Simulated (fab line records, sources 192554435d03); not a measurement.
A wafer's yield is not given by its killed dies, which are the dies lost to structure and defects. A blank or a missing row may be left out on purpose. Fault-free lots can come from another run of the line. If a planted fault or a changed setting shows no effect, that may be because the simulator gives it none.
The tool behind it: which one? + flow n5-finfet + 24 lots, 72 wafers sampled, at 6 steps of a route of 1938

## WHAT THE GAUGES READ, wafer by wafer
N5_BEOL_M1_RS_MEAS_58: the measuring method here is four-point-probe.
| lot  | measured     | on            | M1_RS (ohm/sq)    |
|------|--------------|---------------|-------------------|
| L074 | day 7 01:51  | film-metro-02 | 0.668 0.649 0.709 |
| L075 | day 7 08:14  | film-metro-01 | 0.685 0.650 0.651 |
| L077 | day 7 10:04  | film-metro-02 | 0.723 0.668 0.675 |
| L078 | day 7 13:04  | film-metro-01 | 0.698 0.696 0.670 |
| L076 | day 7 14:33  | film-metro-02 | 0.704 0.673 0.656 |
| L079 | day 7 18:24  | film-metro-02 | 0.646 0.649 0.629 |
| L080 | day 7 20:08  | film-metro-01 | 0.644 0.678 0.638 |
| L081 | day 8 10:23  | film-metro-01 | 0.661 0.648 0.644 |
| L083 | day 8 18:50  | film-metro-01 | 0.718 0.685 0.687 |
| L082 | day 8 21:40  | film-metro-01 | 0.668 0.651 0.637 |
| L084 | day 9 04:34  | film-metro-01 | 0.639 0.655 0.635 |
| L085 | day 9 08:23  | film-metro-01 | 0.660 0.675 0.621 |
| L086 | day 9 10:31  | film-metro-02 | 0.710 0.678 0.640 |
| L087 | day 9 19:07  | film-metro-01 | 0.685 0.627 0.628 |
| L088 | day 10 13:38 | film-metro-02 | 0.721 0.664 0.660 |
| L089 | day 10 13:26 | film-metro-01 | 0.682 0.640 0.685 |
| L090 | day 10 16:58 | film-metro-02 | 0.671 0.713 0.694 |
| L092 | day 10 23:29 | film-metro-02 | 0.712 0.694 0.695 |
| L091 | day 11 06:44 | film-metro-02 | 0.664 0.615 0.650 |
| L093 | day 11 10:49 | film-metro-02 | 0.751 0.680 0.710 |
| L094 | day 11 13:37 | film-metro-02 | 0.744 0.674 0.667 |
| L095 | day 11 15:44 | film-metro-02 | 0.730 0.641 0.636 |
| L096 | day 11 20:21 | film-metro-02 | 0.691 0.694 0.671 |
| L097 | day 12 23:31 | film-metro-02 | 0.671 0.634 0.635 |

N5_BEOL_M2_OVL_MEAS_12.
| lot  | measured     | on         | M2_OVL (nm)    |
|------|--------------|------------|----------------|
| L074 | day 7 02:46  | overlay-01 | -0.4 -0.2 -0.3 |
| L075 | day 7 09:32  | overlay-02 | 0.5 -0.4 -0.6  |
| L077 | day 7 12:37  | overlay-02 | -0.6 0.7 0.4   |
| L078 | day 7 14:22  | overlay-01 | -0.6 -0.6 -0.2 |
| L076 | day 7 16:03  | overlay-01 | 0.2 -0.6 -0.4  |
| L079 | day 7 20:09  | overlay-01 | -0.2 0.9 0.5   |
| L080 | day 7 21:16  | overlay-01 | -0.1 -0.4 0.0  |
| L081 | day 8 13:52  | overlay-02 | -0.1 0.9 0.8   |
| L083 | day 8 21:13  | overlay-01 | 0.2 0.0 0.0    |
| L082 | day 9 00:44  | overlay-01 | 0.4 -0.3 -0.6  |
| L084 | day 9 05:13  | overlay-01 | 0.3 -0.3 0.6   |
| L085 | day 9 09:34  | overlay-02 | -0.7 -1.1 -0.1 |
| L086 | day 9 15:26  | overlay-02 | -0.9 0.6 -1.0  |
| L087 | day 9 22:41  | overlay-01 | -0.1 0.2 -0.1  |
| L088 | day 10 15:22 | overlay-01 | -0.4 0.0 0.1   |
| L089 | day 10 15:11 | overlay-01 | -1.0 -1.7 -1.6 |
| L090 | day 10 20:19 | overlay-01 | -0.5 -1.1 -0.7 |
| L092 | day 11 00:16 | overlay-01 | 0.4 -0.5 0.3   |
| L091 | day 11 07:39 | overlay-02 | -0.8 -1.7 -1.4 |
| L093 | day 11 11:33 | overlay-01 | 0.6 0.1 -1.1   |
| L094 | day 11 14:16 | overlay-02 | -1.5 -0.9 -0.6 |
| L095 | day 11 17:19 | overlay-01 | -1.0 -0.3 -1.0 |
| L096 | day 11 21:58 | overlay-02 | -0.6 0.4 -0.8  |
| L097 | day 13 01:20 | overlay-02 | 0.1 -0.5 -0.3  |

## WHAT TOOL EACH LOT RAN ON (gives the tool, then ch and the chambers of the sampled wafers, and finally the start)
| lot  | N5_BEOL_M1_ANNEAL_82         | N5_BEOL_M1_ANNEAL_87         | N5_BEOL_M1_SPUTTER_88        | N5_BEOL_M1_CMP_52             |
|------|------------------------------|------------------------------|------------------------------|-------------------------------|
| L074 | pvd-sputter-01, day 6 23:32  | pvd-sputter-01, day 6 23:45  | pvd-sputter-01, day 6 23:53  | cmp-03 ch 1,2,3, day 7 01:16  |
| L075 | pvd-sputter-02, day 7 05:56  | pvd-sputter-02, day 7 06:10  | pvd-sputter-02, day 7 06:18  | cmp-01 ch 1,2,3, day 7 07:45  |
| L077 | pvd-sputter-02, day 7 07:47  | pvd-sputter-02, day 7 08:00  | pvd-sputter-02, day 7 08:08  | cmp-02 ch 1,2, day 7 09:33    |
| L078 | pvd-sputter-01, day 7 10:47  | pvd-sputter-01, day 7 11:00  | pvd-sputter-01, day 7 11:08  | cmp-03 ch 0,2,3, day 7 12:35  |
| L076 | pvd-sputter-03, day 7 12:10  | pvd-sputter-03, day 7 12:23  | pvd-sputter-03, day 7 12:32  | cmp-02 ch 0,1,3, day 7 13:59  |
| L079 | pvd-sputter-02, day 7 15:06  | pvd-sputter-02, day 7 15:19  | pvd-sputter-02, day 7 15:28  | cmp-01 ch 1,2,3, day 7 17:37  |
| L080 | pvd-sputter-02, day 7 17:50  | pvd-sputter-02, day 7 18:03  | pvd-sputter-02, day 7 18:11  | cmp-03 ch 0,2, day 7 19:37    |
| L081 | pvd-sputter-03, day 8 07:59  | pvd-sputter-03, day 8 08:12  | pvd-sputter-03, day 8 08:20  | cmp-01 ch 0,3, day 8 09:43    |
| L083 | pvd-sputter-01, day 8 16:33  | pvd-sputter-01, day 8 16:46  | pvd-sputter-01, day 8 16:55  | cmp-03 ch 2,3, day 8 18:19    |
| L082 | pvd-sputter-01, day 8 19:23  | pvd-sputter-01, day 8 19:36  | pvd-sputter-01, day 8 19:44  | cmp-03 ch 0,2,3, day 8 21:09  |
| L084 | pvd-sputter-02, day 9 02:17  | pvd-sputter-02, day 9 02:30  | pvd-sputter-02, day 9 02:38  | cmp-01 ch 0,2,3, day 9 04:03  |
| L085 | pvd-sputter-03, day 9 06:01  | pvd-sputter-03, day 9 06:14  | pvd-sputter-03, day 9 06:22  | cmp-03 ch 0,2, day 9 07:49    |
| L086 | pvd-sputter-01, day 9 07:54  | pvd-sputter-01, day 9 08:07  | pvd-sputter-01, day 9 08:16  | cmp-03 ch 0,1,3, day 9 09:48  |
| L087 | pvd-sputter-03, day 9 16:44  | pvd-sputter-03, day 9 16:57  | pvd-sputter-03, day 9 17:05  | cmp-01 ch 0,2,3, day 9 18:38  |
| L088 | pvd-sputter-02, day 10 11:05 | pvd-sputter-02, day 10 11:18 | pvd-sputter-02, day 10 11:26 | cmp-03 ch 2,3, day 10 13:05   |
| L089 | pvd-sputter-03, day 10 11:08 | pvd-sputter-03, day 10 11:22 | pvd-sputter-03, day 10 11:30 | cmp-01 ch 0,2,3, day 10 12:52 |
| L090 | pvd-sputter-03, day 10 14:13 | pvd-sputter-03, day 10 14:26 | pvd-sputter-03, day 10 14:34 | cmp-03 ch 0,1,3, day 10 16:25 |
| L092 | pvd-sputter-03, day 10 21:11 | pvd-sputter-03, day 10 21:24 | pvd-sputter-03, day 10 21:32 | cmp-02 ch 0,1,2, day 10 22:55 |
| L091 | pvd-sputter-01, day 11 04:27 | pvd-sputter-01, day 11 04:40 | pvd-sputter-01, day 11 04:49 | cmp-03 ch 1,2,3, day 11 06:11 |
| L093 | pvd-sputter-03, day 11 08:31 | pvd-sputter-03, day 11 08:44 | pvd-sputter-03, day 11 08:52 | cmp-03 ch 0,1,3, day 11 10:18 |
| L094 | pvd-sputter-02, day 11 11:19 | pvd-sputter-02, day 11 11:32 | pvd-sputter-02, day 11 11:41 | cmp-02 ch 0,2,3, day 11 13:08 |
| L095 | pvd-sputter-02, day 11 13:10 | pvd-sputter-02, day 11 13:23 | pvd-sputter-02, day 11 13:31 | cmp-02 ch 0,1, day 11 15:11   |
| L096 | pvd-sputter-01, day 11 18:03 | pvd-sputter-01, day 11 18:16 | pvd-sputter-01, day 11 18:25 | cmp-01 ch 0,3, day 11 19:49   |
| L097 | pvd-sputter-01, day 12 21:14 | pvd-sputter-01, day 12 21:27 | pvd-sputter-01, day 12 21:35 | cmp-01 ch 1,2,3, day 12 23:00 |
- N5_BEOL_M1_ANNEAL_82: time 240 s.
- N5_BEOL_M1_ANNEAL_87: time 240 s.
- N5_BEOL_M1_SPUTTER_88: material Cu, target thk 4.5 nm, time 8.29 s.
- N5_BEOL_M1_CMP_52: polishes, stops on SiOC, t overpolish 6.8 s, target thk 40 nm.

## WHAT THE TOOLS THEMSELVES READ (means of the sampled wafers that have a number; where no wafer has one, the mark that the record gives instead)
N5_BEOL_M1_ANNEAL_82.
| lot  | tool           | heater-power-w (W) |
|------|----------------|--------------------|
| L074 | pvd-sputter-01 | 755                |
| L075 | pvd-sputter-02 | 773                |
| L077 | pvd-sputter-02 | 779                |
| L078 | pvd-sputter-01 | 765                |
| L076 | pvd-sputter-03 | 892                |
| L079 | pvd-sputter-02 | 794                |
| L080 | pvd-sputter-02 | 753                |
| L081 | pvd-sputter-03 | 853                |
| L083 | pvd-sputter-01 | 751                |
| L082 | pvd-sputter-01 | 726                |
| L084 | pvd-sputter-02 | 800                |
| L085 | pvd-sputter-03 | 823                |
| L086 | pvd-sputter-01 | 645                |
| L087 | pvd-sputter-03 | 870                |
| L088 | pvd-sputter-02 | 827                |
| L089 | pvd-sputter-03 | 844                |
| L090 | pvd-sputter-03 | 861                |
| L092 | pvd-sputter-03 | 855                |
| L091 | pvd-sputter-01 | 837                |
| L093 | pvd-sputter-03 | 860                |
| L094 | pvd-sputter-02 | 790                |
| L095 | pvd-sputter-02 | 760                |
| L096 | pvd-sputter-01 | 855                |
| L097 | pvd-sputter-01 | 843                |

N5_BEOL_M1_ANNEAL_87.
| lot  | tool           | heater-power-w (W) |
|------|----------------|--------------------|
| L074 | pvd-sputter-01 | 747                |
| L075 | pvd-sputter-02 | 772                |
| L077 | pvd-sputter-02 | 780                |
| L078 | pvd-sputter-01 | 743                |
| L076 | pvd-sputter-03 | 883                |
| L079 | pvd-sputter-02 | 798                |
| L080 | pvd-sputter-02 | 754                |
| L081 | pvd-sputter-03 | 855                |
| L083 | pvd-sputter-01 | 762                |
| L082 | pvd-sputter-01 | 716                |
| L084 | pvd-sputter-02 | 800                |
| L085 | pvd-sputter-03 | 839                |
| L086 | pvd-sputter-01 | 647                |
| L087 | pvd-sputter-03 | 874                |
| L088 | pvd-sputter-02 | 820                |
| L089 | pvd-sputter-03 | 847                |
| L090 | pvd-sputter-03 | 848                |
| L092 | pvd-sputter-03 | 858                |
| L091 | pvd-sputter-01 | 814                |
| L093 | pvd-sputter-03 | 858                |
| L094 | pvd-sputter-02 | 800                |
| L095 | pvd-sputter-02 | 758                |
| L096 | pvd-sputter-01 | 872                |
| L097 | pvd-sputter-01 | 829                |

N5_BEOL_M1_SPUTTER_88.
| lot  | tool           | chamber-pressure-pa (Pa) | throttle-valve-pct (%) |
|------|----------------|--------------------------|------------------------|
| L074 | pvd-sputter-01 | 0.06980                  | 30.6                   |
| L075 | pvd-sputter-02 | 0.06989                  | 29.9                   |
| L077 | pvd-sputter-02 | 0.07001                  | 29.1                   |
| L078 | pvd-sputter-01 | 0.06982                  | 30.6                   |
| L076 | pvd-sputter-03 | 0.06998                  | 29.8                   |
| L079 | pvd-sputter-02 | 0.07003                  | 30.7                   |
| L080 | pvd-sputter-02 | 0.07004                  | 29.4                   |
| L081 | pvd-sputter-03 | 0.06996                  | 30.4                   |
| L083 | pvd-sputter-01 | 0.06993                  | 30.4                   |
| L082 | pvd-sputter-01 | 0.07020                  | 29.9                   |
| L084 | pvd-sputter-02 | 0.07004                  | 30.6                   |
| L085 | pvd-sputter-03 | 0.07003                  | 29.9                   |
| L086 | pvd-sputter-01 | 0.06998                  | 30.6                   |
| L087 | pvd-sputter-03 | 0.06995                  | 29.6                   |
| L088 | pvd-sputter-02 | 0.06991                  | 29.2                   |
| L089 | pvd-sputter-03 | 0.06999                  | 30.1                   |
| L090 | pvd-sputter-03 | 0.06990                  | 30.5                   |
| L092 | pvd-sputter-03 | 0.06998                  | 29.6                   |
| L091 | pvd-sputter-01 | 0.07008                  | 29.8                   |
| L093 | pvd-sputter-03 | 0.07011                  | 29.6                   |
| L094 | pvd-sputter-02 | 0.07010                  | 29.7                   |
| L095 | pvd-sputter-02 | 0.06999                  | 29.5                   |
| L096 | pvd-sputter-01 | 0.06989                  | 30.2                   |
| L097 | pvd-sputter-01 | 0.06998                  | 29.7                   |

N5_BEOL_M1_CMP_52.
| lot  | tool   | barrier-field-endpoint-s (s) | motor-current-A (A) | overpolish-run-s (s) | pad-life-wafers | retaining-ring-pressure-frac | time-to-endpoint-s (s) |
|------|--------|------------------------------|---------------------|----------------------|-----------------|------------------------------|------------------------|
| L074 | cmp-03 | 24.6                         | 6.5                 | 6.800                | 1999            | 1.000                        | 62.0                   |
| L075 | cmp-01 | 24.8                         | 6.1                 | 6.792                | 1154            | 0.995                        | 64.1                   |
| L077 | cmp-02 | 24.0                         | 5.7                 | 6.802                | 1459            | 0.997                        | 59.1                   |
| L078 | cmp-03 | 24.9                         | 6.8                 | 6.811                | 20              | 1.001                        | 59.6                   |
| L076 | cmp-02 | 24.2                         | 5.6                 | 6.798                | 1501            | 1.000                        | 62.0                   |
| L079 | cmp-01 | 24.9                         | 6.0                 | 6.799                | 1262            | 0.998                        | 64.8                   |
| L080 | cmp-03 | 24.2                         | 6.2                 | 6.804                | 68              | 1.001                        | 60.1                   |
| L081 | cmp-01 | 24.8                         | 6.0                 | 6.799                | 1374            | 0.997                        | 60.8                   |
| L083 | cmp-03 | 24.7                         | 7.2                 | 6.802                | 235             | 0.999                        | 61.1                   |
| L082 | cmp-03 | 24.5                         | 6.5                 | 6.801                | 266             | 1.000                        | 59.9                   |
| L084 | cmp-01 | 25.2                         | 6.1                 | 6.790                | 1532            | 0.998                        | 66.1                   |
| L085 | cmp-03 | 24.7                         | 6.2                 | 6.798                | 367             | 0.995                        | 61.6                   |
| L086 | cmp-03 | 24.9                         | 6.3                 | 6.801                | 380             | 0.998                        | 61.2                   |
| L087 | cmp-01 | 24.4                         | 5.8                 | 6.800                | 1646            | 1.002                        | 62.3                   |
| L088 | cmp-03 | 24.1                         | 7.4                 | 6.808                | 600             | 1.000                        | 61.2                   |
| L089 | cmp-01 | 24.9                         | 5.9                 | 6.802                | 1783            | 1.000                        | 62.8                   |
| L090 | cmp-03 | 24.0                         | 6.5                 | 6.802                | 631             | 1.003                        | 62.0                   |
| L092 | cmp-02 | 23.6                         | 5.7                 | 6.801                | 2071            | 0.993                        | 58.2                   |
| L091 | cmp-03 | 25.2                         | 6.8                 | 6.793                | 739             | 0.999                        | 64.8                   |
| L093 | cmp-03 | 24.5                         | 6.4                 | 6.806                | 782             | 1.001                        | 63.6                   |
| L094 | cmp-02 | 24.1                         | 5.4                 | 6.809                | 20              | 0.999                        | 61.2                   |
| L095 | cmp-02 | 24.0                         | 6.1                 | 6.800                | 38              | 1.005                        | 59.1                   |
| L096 | cmp-01 | 24.2                         | 6.2                 | 6.792                | 2042            | 1.000                        | 61.8                   |
| L097 | cmp-01 | 24.8                         | 6.0                 | 6.798                | 122             | 0.999                        | 65.5                   |

## THE ANSWER, worked out from the rows above alone
Rule: what is usual is taken from the lots themselves. The widest of any qualifying gaps counts: lots, ordered by their means at a reading, are off when they make up no more than a third of the lots, leave a main group of 4 or more, and stand apart from it by 3 or more times the standard deviation of that group's means. Not used: any main group whose means are identical at the precision the tables above print for the reading. Also off: a lot with no number at a reading for which 4 or more lots have one. The other lots that the step has rows for count as sound. The gauges are gone through in route order, then the tools' own readings, and for those a lot's mean is taken as printed above. The first step at which some lot is off is used, and at that step the reading that is off furthest; a lot without a number counts as furthest.
Across all readings shown, no lot is off: no conclusion can be drawn from this.

## WHAT THE SIMULATOR PUT IN
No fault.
